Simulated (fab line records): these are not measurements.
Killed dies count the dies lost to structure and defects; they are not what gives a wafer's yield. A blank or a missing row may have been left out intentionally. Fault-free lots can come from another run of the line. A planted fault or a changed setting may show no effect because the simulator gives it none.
fab line records | flow n5-finfet
[record] lots = 7 wafers = 39
route steps=1938 shown WELL_APT@26 FIN_SAQP@138 SD_EPI_N@269 HKMG_FIN@412 MOL_CONTACT_COAG@562 BEOL_M1@753 BEOL_M4@1098 BEOL_M6@1254 BEOL_M8@1344 BEOL_M9@1467 BEOL_M11@1592 BEOL_M14@1751 PASSIVATION@1915
start-h: hours from the record's opening day to when the first of the lot's shown wafers began | wait-h: time in hours since the lot's previous step | " as in the row above | L1.1+2: several wafers, shown together as one row | - value missing, or start not given | * or withheld: withheld | < > ~ a bound
route shown NAME@n: NAME is a module with steps in the file, n the number in the route of the first one | usual: mean and standard deviation over wafers with no fault | same: alike in all rows | chamber/n: place in a boat | sites: per-site readings | _std_site: standard deviation across them | _edge_site: the outer-site mean with the inner-site mean subtracted | radius-mm: for every site, how far away it sits from the centre of the wafer | mask NAME#n: copy n | behind: tool/chamber where the wafer was last shaped | hold: what put the lot on hold/how long, in hours/how the hold closed | device: the n, p or np transistor that did not switch | end of line: tests run on the same wafers once the route is complete | a step given without rows: its recipe and nothing more | killed: not the wafer's yield, but the dies lost to structure and defects at the first sort | map: shows each die of a wafer: x if killed, . if not, _ if none is there
set.NAME: the run value of the setting; set.NAME@STEP: its run value at that earlier step | model.NAME: the simulator's own value behind a step, which no gauge read
lots where settings were altered on purpose, with a table for each step and a row for each wafer
[[steps]]
[step N5_WELL_APT_DEVELOP_07]
[recipe] develop-time-s = 45 rinse-liquid = surfactant-rinse dry = air-spin dev-temp-c = 21
[step N5_FIN_SAQP_SPACER2_ALD_28]
[recipe] material = SiO2 target-thk-a = 81 temp-c = 300 ald-precursor-family = BDEAS ald-co-reactant = O2-plasma pulse-time-s = 1 purge-time-s = 2 co-reactant-purge-time-s = 2 pressure-torr = 2
[step N5_SD_EPI_N_DEVELOP_08]
[recipe] develop-time-s = 30 developer = TMAH resist = CAR-ArF-block dev-temp-c = 23 rinse-liquid = diw dry = air-spin
[step N5_HKMG_FIN_ALD_79]
[recipe] material = TiN target-thk-a = 15 temp-c = 400 ald-precursor-family = TiCl4 ald-co-reactant = NH3 pulse-time-s = 1 purge-time-s = 3 co-reactant-purge-time-s = 2 co-reactant-pulse-time-s = 2 ald-cycles = 68 pressure-torr = 3
[step N5_MOL_CONTACT_COAG_ALD_123]
[recipe] material = SiNx target-thk-a = 50 temp-c = 400 ald-precursor-family = SiH2I2 ald-co-reactant = N2/H2-plasma pulse-time-s = 1 purge-time-s = 2 co-reactant-purge-time-s = 2 ald-cycles = 100 pressure-torr = 2
[step N5_BEOL_M1_PECVD_72]
[recipe] material = SiO2 target-thk-a = 160 temp-c = 400 precursor = TEOS/O2 pressure-torr = 5.5 rf-w = 450 teos-flow-sccm = 53.8 gas = O2 flow-sccm = 3000 time-s = 18
[step N5_BEOL_M1_SPUTTER_86]
[recipe] material = Cu target-thk-a = 45 temp-c = -20 chamber-pressure-pa = 0.07 power-w = withheld time-s = 8.29
[step N5_BEOL_M4_SPUTTER_94]
[step N5_BEOL_M6_SPUTTER_48]
[recipe] material = Cu target-thk-a = 100 temp-c = -20 bias-v = 60 power-w = 26000 chamber-pressure-pa = 0.13 time-s = 1.667
[step N5_BEOL_M8_DEVELOP_10]
[recipe] develop-time-s = 30 developer = TMAH resist = CAR-ArF rinse-liquid = diw dry = air-spin dev-temp-c = 23
[step N5_BEOL_M9_DEP_56]
[recipe] material = SiCN target-thk-a = 150 temp-c = withheld precursor = 3MS/NH3 pressure-torr = 3 rf-w = 202 time-s = 26.5
[step N5_BEOL_M11_CVD_75]
[recipe] material = Co target-thk-a = 20 temp-c = withheld precursor = CCTBA/H2 pressure-torr = 30 time-s = 138.9
[step N5_BEOL_M14_ETCH_68]
[recipe] chemistry = N2/H2 target = SOC mask-material = SiARC source-w = 3000 bias-w = 350 temp-c = 40 time-s = 450 ion-energy-ev = 200 pressure-mtorr = 30 n2-flow-sccm = 200 h2-flow-sccm = 200
[step N5_PASSIVATION_PECVD_53]
[recipe] material = SiO2 target-thk-a = 8000 temp-c = 400 precursor = TEOS/O2 pressure-torr = 6.5 rf-w = withheld teos-flow-sccm = withheld gas = O2 flow-sccm = 2650 time-s = 169.4
[step N5_PASSIVATION_PROBE_49]
[usual] sort_bin_4_leakage = 0/0
// columns lot.wafer tool chamber start-h wait-h set.develop-time-s@WELL_APT_DEVELOP_07 set.target-thk-a@FIN_SAQP_SPACER2_ALD_28 set.develop-time-s@SD_EPI_N_DEVELOP_08 set.co-reactant-pulse-time-s@HKMG_FIN_ALD_79 set.ald-cycles@MOL_CONTACT_COAG_ALD_123 set.time-s@BEOL_M1_PECVD_72 set.target-thk-a@BEOL_M1_SPUTTER_86 set.time-s@BEOL_M4_SPUTTER_94 set.target-thk-a@BEOL_M6_SPUTTER_48 set.develop-time-s@BEOL_M8_DEVELOP_10 set.target-thk-a@BEOL_M9_DEP_56 set.target-thk-a@BEOL_M11_CVD_75 set.time-s@BEOL_M14_ETCH_68 set.time-s@PASSIVATION_PECVD_53 sort_bin_4_leakage[%]
L081.1 prober-01 - 314.04 0.4 45 53.79 25.06 2.767 50 22.46 22.74 12.33 137.8 15.11 150 8.593 450 169.4 0
L081.2 prober-01 - 314.09 0.5 45 53.79 30 2.767 100 22.46 22.74 8.29 100 30 108.9 20 450 252.3 0
L081.3 prober-01 - 314.14 0.5 61.62 81 30 2.767 100 18 45 12.33 137.8 15.11 108.9 20 450 252.3 0
L081.4 prober-01 - 314.19 0.6 45 81 25.06 2 100 18 45 8.29 137.8 30 150 8.593 450 252.3 0
L081.5 prober-01 - 314.24 0.6 61.62 81 30 2 50 22.46 45 8.29 100 15.11 150 20 450 169.4 0
L081.6 prober-01 - 314.29 0.7 61.62 53.79 25.06 2 50 18 22.74 12.33 100 30 108.9 8.593 450 169.4 0
L084.4 prober-02 - 327.27 0.2 45 81 30 2 100 18 45 8.29 100 30 150 20 450 169.4 0
L084.5 prober-02 - 327.32 0.2 45 81 30 2 100 18 45 8.29 100 30 150 20 450 169.4 0
L084.6 prober-02 - 327.37 0.3 45 81 30 2 100 18 45 8.29 100 30 150 20 450 169.4 0
L085.1 prober-02 - 336.29 0.0 57.85 81 14.13 1.66 100 18 20.09 4.588 100 44.85 239.7 29.55 641.3 169.4 0
L085.2 prober-02 - 336.34 0.1 57.85 122.9 14.13 1.66 100 10.4 45 8.29 100 44.85 150 20 641.3 169.4 93.73
L085.3 prober-02 - 336.39 0.1 45 122.9 30 1.66 100 18 45 8.29 100 30 239.7 29.55 450 169.4 91.61
L085.4 prober-02 - 336.44 0.2 57.85 81 30 2 100 10.4 45 4.588 100 30 150 20 641.3 169.4 0
L085.5 prober-02 - 336.49 0.2 45 122.9 14.13 2 100 18 20.09 4.588 100 30 150 29.55 450 169.4 91.02
L085.6 prober-02 - 336.54 0.3 45 81 30 2 100 10.4 20.09 8.29 100 44.85 239.7 20 450 169.4 0
L090.1 prober-02 - 377.93 0.0 22.36 81 45.12 1.564 100 18 45 4.489 100 30 121.5 20 559.3 169.4 0
L090.2 prober-02 - 377.98 0.1 45 81 45.12 1.564 100 27.84 45 4.489 100 30 121.5 28.72 450 73.02 0
L090.3 prober-02 - 378.03 0.1 45 81 30 2 100 27.84 45 8.29 100 30 150 20 559.3 73.02 0
L090.4 prober-02 - 378.08 0.2 22.36 119.2 45.12 2 100 27.84 45 8.29 100 43.47 121.5 28.72 450 169.4 90.42
L090.5 prober-02 - 378.13 0.2 22.36 119.2 30 2 100 18 45 4.489 100 43.47 150 20 450 73.02 89.83
L090.6 prober-02 - 378.18 0.3 45 119.2 30 1.564 100 18 45 8.29 100 43.47 150 28.72 559.3 169.4 92.03
L091.1 prober-01 - 379.30 0.0 60.45 81 20.97 2.74 100 21.7 45 5.14 70.34 30 150 20 450 238.3 0
L091.2 prober-01 - 379.35 0.1 60.45 81 30 2 100 18 45 8.29 70.34 30 150 20 542.5 169.4 0
L091.3 prober-01 - 379.40 0.1 45 81 30 2 100 21.7 28.56 5.14 100 30 150 14.18 450 169.4 0
L091.4 prober-01 - 379.45 0.2 45 81 30 2.74 100 18 45 8.29 100 30 150 14.18 542.5 238.3 0
L091.5 prober-01 - 379.50 0.2 60.45 81 20.97 2 100 18 28.56 5.14 100 30 150 20 542.5 169.4 0
L091.6 prober-01 - 379.55 0.3 45 81 20.97 2.74 100 21.7 28.56 8.29 70.34 30 150 14.18 450 238.3 0
L096.1 prober-01 - 400.67 0.0 69.34 81 30 2 100 18 18.98 8.29 100 13.85 220.9 25.74 578.6 169.4 0
L096.2 prober-01 - 400.72 0.1 69.34 81 30 2 121 18 18.98 8.29 100 13.85 220.9 20 450 169.4 0
L096.3 prober-01 - 400.77 0.1 45 81 30 2 100 18 45 8.29 100 30 220.9 20 578.6 134.9 0
L096.4 prober-01 - 400.82 0.2 69.34 81 30 2 121 18 45 8.29 100 30 150 20 450 169.4 0
L096.5 prober-01 - 400.87 0.2 45 81 30 2 100 18 45 8.29 100 13.85 150 25.74 578.6 134.9 0
L096.6 prober-01 - 400.92 0.3 45 81 30 2 121 18 18.98 8.29 100 30 150 25.74 450 134.9 0
L097.1 prober-01 - 413.56 0.0 65.88 81 30 2 100 18 45 11.16 100 30 238.4 20 450 169.4 0
L097.2 prober-01 - 413.61 0.1 45 62.83 14.13 2 100 9.978 45 8.29 74.39 30 150 30.67 450 169.4 0
L097.3 prober-01 - 413.66 0.1 65.88 62.83 14.13 2 100 9.978 45 11.16 100 30 150 30.67 450 95.19 0
L097.4 prober-01 - 413.71 0.2 45 62.83 30 2 100 18 45 11.16 74.39 36.3 150 20 450 169.4 0
L097.5 prober-01 - 413.76 0.2 45 81 14.13 2 100 18 45 8.29 100 36.3 238.4 20 450 95.19 0
L097.6 prober-01 - 413.81 0.3 65.88 81 30 2 100 9.978 45 8.29 74.39 36.3 238.4 30.67 450 95.19 0
// killed by level:class
L081.1 STI_FIN_REVEAL:geometric-particle:open=8 BEOL_M0_SAQP:geometric-particle:open=7 MOL_CONTACT_COAG:geometric-particle:open=6 BEOL_M0_SAQP:geometric-particle:short=5 DUMMY_GATE:geometric-particle:open=4 BEOL_M2:geometric-particle:open=4 BEOL_M3:geometric-particle:open=4 BEOL_M4:geometric-particle:open=4
L081.2 PASSIVATION:area-pecvd=1097 STI_FIN_REVEAL:geometric-particle:open=13 MOL_CONTACT_COAG:geometric-particle:open=10 STI_FIN_REVEAL:geometric-particle:short=5 BEOL_M3:geometric-particle:open=5 BEOL_M2:geometric-particle:open=4 STARTING-WAFER:geometric-particle:short=4 BEOL_M0_SAQP:geometric-particle:open=3
L081.3 PASSIVATION:area-pecvd=1129 BEOL_M4:geometric-particle:open=4 BEOL_M0_SAQP:geometric-particle:open=3 BEOL_M1:geometric-particle:open=3 BEOL_M3:geometric-particle:short=3 BEOL_M4:geometric-particle:short=3 STARTING-WAFER:geometric-particle:short=3 FIN_SAQP:geometric-particle:short=2
L081.4 PASSIVATION:area-pecvd=1081 STI_FIN_REVEAL:geometric-particle:open=10 MOL_CONTACT_COAG:geometric-particle:open=9 BEOL_M2:geometric-particle:open=9 DUMMY_GATE:geometric-particle:open=6 DUMMY_GATE:geometric-particle:short=5 MOL_CONTACT_COAG:geometric-particle:short=5 BEOL_M3:geometric-particle:open=5
L081.5 STI_FIN_REVEAL:geometric-particle:open=8 FIN_SAQP:geometric-particle:open=6 MOL_CONTACT_COAG:geometric-particle:open=5 BEOL_M0_SAQP:geometric-particle:open=5 MOL_CONTACT_COAG:geometric-particle:short=4 BEOL_M3:geometric-particle:open=4 STARTING-WAFER:geometric-particle:open=4 FIN_SAQP:geometric-particle:short=3
L081.6 MOL_CONTACT_COAG:geometric-particle:open=5 BEOL_M1:geometric-particle:open=5 STI_FIN_REVEAL:geometric-particle:open=4 BEOL_M4:geometric-particle:open=4 BEOL_M0_SAQP:geometric-particle:open=3 DUMMY_GATE:geometric-particle:short=2 DUMMY_GATE:geometric-particle:open=2 GATE_CUT:geometric-particle:short=2
L084.4 MOL_CONTACT_COAG:geometric-particle:open=14 STI_FIN_REVEAL:geometric-particle:open=9 BEOL_M5:geometric-particle:open=7 FIN_SAQP:geometric-particle:short=6 BEOL_M1:geometric-particle:open=5 STARTING-WAFER:geometric-particle:open=5 FIN_SAQP:geometric-particle:open=4 GATE_CUT:geometric-particle:short=4
L084.5 MOL_CONTACT_COAG:geometric-particle:open=12 BEOL_M1:geometric-particle:open=11 STI_FIN_REVEAL:geometric-particle:open=8 FIN_SAQP:geometric-particle:short=7 BEOL_M0_SAQP:geometric-particle:short=7 BEOL_M3:geometric-particle:open=7 BEOL_M0_SAQP:geometric-particle:open=6 GATE_CUT:geometric-particle:open=5
L084.6 STI_FIN_REVEAL:geometric-particle:open=18 MOL_CONTACT_COAG:geometric-particle:open=17 FIN_SAQP:geometric-particle:short=8 BEOL_M2:geometric-particle:open=7 MOL_CONTACT_COAG:geometric-particle:short=6 BEOL_M3:geometric-particle:open=6 STI_FIN_REVEAL:geometric-particle:short=5 BEOL_M5:geometric-particle:open=5
L085.1 BEOL_M2:geometric-particle:open=9 BEOL_M4:geometric-particle:open=8 STI_FIN_REVEAL:geometric-particle:open=7 MOL_CONTACT_COAG:geometric-particle:open=7 SPACER0:geometric-particle:short=6 BEOL_M0_SAQP:geometric-particle:short=6 BEOL_M0_SAQP:geometric-particle:open=4 GATE_CUT:geometric-particle:open=3
L085.2 BEOL_M1:geometric-particle:open=8 MOL_CONTACT_COAG:geometric-particle:open=6 BEOL_M0_SAQP:geometric-particle:open=5 FIN_SAQP:geometric-particle:short=4 GATE_CUT:geometric-particle:open=4 MOL_CONTACT_COAG:geometric-particle:short=4 BEOL_M0_SAQP:geometric-particle:short=3 BEOL_M1:geometric-particle:short=3
L085.3 BEOL_M0_SAQP:geometric-particle:short=14 GATE_CUT:geometric-particle:short=12 BEOL_M0_SAQP:geometric-particle:open=10 FIN_SAQP:geometric-particle:open=5 FIN_SAQP:geometric-particle:short=5 SPACER0:geometric-particle:short=5 BEOL_M2:geometric-particle:open=5 BEOL_M3:geometric-particle:open=5
L085.4 MOL_CONTACT_COAG:geometric-particle:open=16 BEOL_M2:geometric-particle:open=15 BEOL_M1:geometric-particle:open=12 SPACER0:geometric-particle:short=7 FIN_SAQP:geometric-particle:short=6 BEOL_M0_SAQP:geometric-particle:open=6 SPACER0:geometric-particle:open=5 BEOL_M2:geometric-particle:short=5
L085.5 BEOL_M0_SAQP:geometric-particle:open=16 MOL_CONTACT_COAG:geometric-particle:open=8 BEOL_M0_SAQP:geometric-particle:short=8 FIN_SAQP:geometric-particle:open=6 BEOL_M2:geometric-particle:open=6 BEOL_M5:geometric-particle:open=5 STI_FIN_REVEAL:geometric-particle:open=4 SPACER0:geometric-particle:open=4
L085.6 MOL_CONTACT_COAG:geometric-particle:open=14 BEOL_M0_SAQP:geometric-particle:open=8 BEOL_M2:geometric-particle:open=8 FIN_SAQP:geometric-particle:open=6 BEOL_M0_SAQP:geometric-particle:short=6 DUMMY_GATE:geometric-particle:open=4 BEOL_M3:geometric-particle:open=4 MOL_CONTACT_COAG:geometric-particle:short=3
L090.1 FIN_SAQP:geometric-particle:short=13 BEOL_M0_SAQP:geometric-particle:short=11 BEOL_M0_SAQP:geometric-particle:open=10 FIN_SAQP:geometric-particle:open=7 DUMMY_GATE:geometric-particle:open=6 BEOL_M2:geometric-particle:open=6 BEOL_M4:geometric-particle:open=4 STI_FIN_REVEAL:geometric-particle:open=3
L090.2 BEOL_M0_SAQP:geometric-particle:open=19 BEOL_M0_SAQP:geometric-particle:short=14 FIN_SAQP:geometric-particle:open=12 MOL_CONTACT_COAG:geometric-particle:open=11 STI_FIN_REVEAL:geometric-particle:open=10 FIN_SAQP:geometric-particle:short=6 DUMMY_GATE:geometric-particle:open=5 GATE_CUT:geometric-particle:open=5
L090.3 FIN_SAQP:geometric-particle:open=18 FIN_SAQP:geometric-particle:short=9 DUMMY_GATE:geometric-particle:open=7 GATE_CUT:geometric-particle:short=5 BEOL_M0_SAQP:geometric-particle:short=5 STI_FIN_REVEAL:geometric-particle:open=4 MOL_CONTACT_COAG:geometric-particle:open=4 BEOL_M2:geometric-particle:open=4
L090.4 FIN_SAQP:geometric-particle:open=13 FIN_SAQP:geometric-particle:short=8 BEOL_M0_SAQP:geometric-particle:short=8 DUMMY_GATE:geometric-particle:open=7 GATE_CUT:geometric-particle:short=6 BEOL_M0_SAQP:geometric-particle:open=6 MOL_CONTACT_COAG:geometric-particle:open=6 DUMMY_GATE:geometric-particle:short=5
L090.5 FIN_SAQP:geometric-particle:open=13 MOL_CONTACT_COAG:geometric-particle:open=11 FIN_SAQP:geometric-particle:short=8 BEOL_M0_SAQP:geometric-particle:open=8 BEOL_M0_SAQP:geometric-particle:short=7 DUMMY_GATE:geometric-particle:open=6 BEOL_M4:geometric-particle:open=6 GATE_CUT:geometric-particle:short=5
L090.6 BEOL_M0_SAQP:geometric-particle:short=14 DUMMY_GATE:geometric-particle:open=10 MOL_CONTACT_COAG:geometric-particle:open=8 BEOL_M0_SAQP:geometric-particle:open=7 FIN_SAQP:geometric-particle:open=5 FIN_CUT:geometric-particle:open=5 BEOL_M2:geometric-particle:open=5 BEOL_M3:geometric-particle:open=5
L091.1 PASSIVATION:area-pecvd=1058 MOL_CONTACT_COAG:geometric-particle:open=24 STI_FIN_REVEAL:geometric-particle:open=16 BEOL_M6:interface-void-opened=15 BEOL_M0_SAQP:geometric-particle:open=8 BEOL_M0_SAQP:geometric-particle:short=7 BEOL_M1:geometric-particle:open=5 DUMMY_GATE:geometric-particle:open=5
L091.2 BEOL_M6:interface-void-opened=13 BEOL_M1:geometric-particle:open=10 MOL_CONTACT_COAG:geometric-particle:open=8 BEOL_M0_SAQP:geometric-particle:open=8 FIN_SAQP:geometric-particle:open=7 BEOL_M3:geometric-particle:open=5 MIM_TOP_ETCH:geometric-particle:short=5 MIM_TOP_ETCH:geometric-particle:open=5
L091.3 BEOL_M1:geometric-particle:open=15 MOL_CONTACT_COAG:geometric-particle:open=12 FIN_SAQP:geometric-particle:open=6 BEOL_M0_SAQP:geometric-particle:open=6 BEOL_M0_SAQP:geometric-particle:short=6 BEOL_M12:coat-microbubble-printed=5 STARTING-WAFER:geometric-particle:open=4 DUMMY_GATE:geometric-particle:open=4
L091.4 PASSIVATION:area-pecvd=1081 MOL_CONTACT_COAG:geometric-particle:open=11 BEOL_M0_SAQP:geometric-particle:short=11 BEOL_M1:geometric-particle:open=9 BEOL_M3:geometric-particle:open=8 BEOL_M0_SAQP:geometric-particle:open=7 BEOL_M4:geometric-particle:open=5 BEOL_M8:geometric-particle:open=4
L091.5 BEOL_M1:geometric-particle:open=17 BEOL_M0_SAQP:geometric-particle:short=9 MOL_CONTACT_COAG:geometric-particle:open=6 BEOL_M0_SAQP:geometric-particle:open=5 DUMMY_GATE:geometric-particle:open=4 BEOL_M1:geometric-particle:short=4 MOL_CONTACT_COAG:geometric-particle:short=3 STARTING-WAFER:geometric-particle:short=3
L091.6 PASSIVATION:area-pecvd=1053 BEOL_M1:geometric-particle:open=17 MOL_CONTACT_COAG:geometric-particle:open=15 BEOL_M6:interface-void-opened=15 BEOL_M0_SAQP:geometric-particle:short=12 GATE_CUT:geometric-particle:short=6 DUMMY_GATE:geometric-particle:open=5 BEOL_M2:geometric-particle:open=5
L096.1 MOL_CONTACT_COAG:geometric-particle:open=17 FIN_SAQP:geometric-particle:short=11 BEOL_M0_SAQP:geometric-particle:open=11 BEOL_M3:geometric-particle:open=7 GATE_CUT:geometric-particle:short=6 STI_FIN_REVEAL:geometric-particle:open=5 FIN_SAQP:geometric-particle:open=4 BEOL_M1:geometric-particle:open=4
L096.2 STI_FIN_REVEAL:geometric-particle:open=16 FIN_SAQP:geometric-particle:open=13 BEOL_M0_SAQP:geometric-particle:open=13 FIN_SAQP:geometric-particle:short=10 BEOL_M3:geometric-particle:open=10 MOL_CONTACT_COAG:geometric-particle:open=8 BEOL_M1:geometric-particle:open=5 MOL_CONTACT_COAG:geometric-particle:short=4
L096.3 MOL_CONTACT_COAG:geometric-particle:open=15 BEOL_M4:geometric-particle:open=15 FIN_SAQP:geometric-particle:open=13 BEOL_M3:geometric-particle:open=12 STI_FIN_REVEAL:geometric-particle:open=8 BEOL_M0_SAQP:geometric-particle:short=7 BEOL_M1:geometric-particle:open=7 BEOL_M0_SAQP:geometric-particle:open=6
L096.4 FIN_SAQP:geometric-particle:open=18 STI_FIN_REVEAL:geometric-particle:open=17 MOL_CONTACT_COAG:geometric-particle:open=14 BEOL_M3:geometric-particle:open=11 BEOL_M0_SAQP:geometric-particle:open=9 FIN_SAQP:geometric-particle:short=8 STARTING-WAFER:geometric-particle:open=6 MOL_CONTACT_COAG:geometric-particle:short=5
L096.5 MOL_CONTACT_COAG:geometric-particle:open=13 FIN_SAQP:geometric-particle:open=12 STI_FIN_REVEAL:geometric-particle:open=10 BEOL_M3:geometric-particle:open=10 BEOL_M0_SAQP:geometric-particle:open=9 FIN_SAQP:geometric-particle:short=8 BEOL_M2:geometric-particle:open=8 DUMMY_GATE:geometric-particle:open=5
L096.6 BEOL_M3:geometric-particle:open=21 FIN_SAQP:geometric-particle:short=14 BEOL_M0_SAQP:geometric-particle:short=14 MOL_CONTACT_COAG:geometric-particle:open=12 BEOL_M0_SAQP:geometric-particle:open=9 FIN_SAQP:geometric-particle:open=7 GATE_CUT:geometric-particle:short=4 STI_FIN_REVEAL:geometric-particle:open=3
L097.1 MOL_CONTACT_COAG:geometric-particle:open=13 BEOL_M2:geometric-particle:open=13 BEOL_M3:geometric-particle:open=8 BEOL_M0_SAQP:geometric-particle:open=7 BEOL_M0_SAQP:geometric-particle:short=6 STI_FIN_REVEAL:geometric-particle:open=4 MOL_CONTACT_COAG:geometric-particle:short=4 DUMMY_GATE:geometric-particle:open=3
L097.2 MOL_CONTACT_COAG:geometric-particle:open=26 BEOL_M6:interface-void-opened=12 BEOL_M4:geometric-particle:open=8 MOL_CONTACT_COAG:geometric-particle:short=5 BEOL_M1:geometric-particle:open=5 BEOL_M2:geometric-particle:open=5 BEOL_M4:geometric-particle:short=5 GATE_CUT:geometric-particle:short=4
L097.3 STI_FIN_REVEAL:geometric-particle:open=15 BEOL_M0_SAQP:geometric-particle:open=11 MOL_CONTACT_COAG:geometric-particle:open=10 DUMMY_GATE:geometric-particle:open=7 BEOL_M0_SAQP:geometric-particle:short=7 BEOL_M1:geometric-particle:open=6 BEOL_M4:geometric-particle:open=6 BEOL_M2:geometric-particle:open=5
L097.4 BEOL_M6:interface-void-opened=11 BEOL_M4:geometric-particle:open=9 BEOL_M0_SAQP:geometric-particle:open=8 BEOL_M0_SAQP:geometric-particle:short=7 MOL_CONTACT_COAG:geometric-particle:open=6 BEOL_M1:geometric-particle:open=5 BEOL_M2:geometric-particle:open=5 FIN_SAQP:geometric-particle:open=4
L097.5 MOL_CONTACT_COAG:geometric-particle:open=15 STI_FIN_REVEAL:geometric-particle:open=7 BEOL_M0_SAQP:geometric-particle:short=5 BEOL_M3:geometric-particle:open=5 STARTING-WAFER:geometric-particle:open=5 BEOL_M0_SAQP:geometric-particle:open=4 FIN_SAQP:geometric-particle:short=3 DUMMY_GATE:geometric-particle:open=3
L097.6 MOL_CONTACT_COAG:geometric-particle:open=20 BEOL_M0_SAQP:geometric-particle:open=11 BEOL_M3:geometric-particle:open=11 BEOL_M4:geometric-particle:open=7 STI_FIN_REVEAL:geometric-particle:open=5 BEOL_M6:interface-void-opened=5 DUMMY_GATE:geometric-particle:open=4 GATE_CUT:geometric-particle:open=4
[[key]]
[split] step = N5_WELL_APT_DEVELOP_07 setting = develop-time-s stated-as = 45
response none clear
[split] step = N5_FIN_SAQP_SPACER2_ALD_28 setting = target-thk-a stated-as = 81
[response] step = N5_PASSIVATION_PROBE_49 reading = sort_bin_4_leakage slope = +1.44 per = 1% together-with = all explained = 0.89
[split] step = N5_SD_EPI_N_DEVELOP_08 setting = develop-time-s stated-as = 30
response none clear
[split] step = N5_HKMG_FIN_ALD_79 setting = co-reactant-pulse-time-s stated-as = 2
response none clear
[split] step = N5_MOL_CONTACT_COAG_ALD_123 setting = ald-cycles stated-as = 100
response none clear
[split] step = N5_BEOL_M1_PECVD_72 setting = time-s stated-as = 18
response none clear
[split] step = N5_BEOL_M1_SPUTTER_86 setting = target-thk-a stated-as = 45
response none clear
[split] step = N5_BEOL_M4_SPUTTER_94 setting = time-s stated-as = 8.29
response none clear
[split] step = N5_BEOL_M6_SPUTTER_48 setting = target-thk-a stated-as = 100
response none clear
[split] step = N5_BEOL_M8_DEVELOP_10 setting = develop-time-s stated-as = 30
response none clear
[split] step = N5_BEOL_M9_DEP_56 setting = target-thk-a stated-as = 150
response none clear
[split] step = N5_BEOL_M11_CVD_75 setting = target-thk-a stated-as = 20
response none clear
[split] step = N5_BEOL_M14_ETCH_68 setting = time-s stated-as = 450
response none clear
[split] step = N5_PASSIVATION_PECVD_53 setting = time-s stated-as = 169.4
response none clear
